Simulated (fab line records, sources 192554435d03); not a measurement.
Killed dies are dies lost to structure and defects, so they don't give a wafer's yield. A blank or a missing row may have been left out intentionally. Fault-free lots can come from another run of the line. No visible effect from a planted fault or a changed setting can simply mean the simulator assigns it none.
Chamber matching | flow n5 finfet | 4 sister chambers for N5_BEOL_M9_ETCH_61 on rie diel-02
The step etches SiARC in CF4, target depth 39 nm, time 65 s. 4 wafers are shown with their chamber, then 7 later ones without.

## WAFERS PAIRED WITH THEIR CHAMBERS
wafer  | chamber | drypump motor current A (A)
L089.4 | 1       | 6.6
L089.6 | 0       | 6.3
L090.1 | 3       | 5.3
L090.3 | 2       | 6.1

## WAFERS MISSING THEIR CHAMBER
wafer  | drypump motor current A (A)
L090.5 | 6.6
L093.2 | 5.2
L093.3 | 6.3
L093.5 | 6.1
L097.3 | 6.2
L097.5 | 6.1
L097.6 | 6.6

## WHICH CHAMBER EACH ONE RAN IN
wafer  | from the rows above     | in truth
L090.5 | 1                       | 1
L093.2 | 3                       | 3
L093.3 | 0                       | 0
L093.5 | 2                       | 2
L097.3 | can't be placed: 0 or 2 | 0
L097.5 | 2                       | 2
L097.6 | 1                       | 1
Correct placement for 6 of the 7. Cannot be placed on the basis of these rows: 1; the candidates contain the true chamber in 1. 0 placed wrongly.
How it was worked out, from the rows above alone: a wafer's distance from a chamber is the root of the sum, over the readings, of the square of ((its reading less the chamber's mean) divided by the reading's scatter). The wafer belongs to the nearest chamber; if the next one is less than 2 further off, it can't be placed. Each chamber's mean is taken over the wafers shown for it. The scatter: root of mean squared gap, hidden wafer to nearest shown wafer, with one shown wafer a chamber.
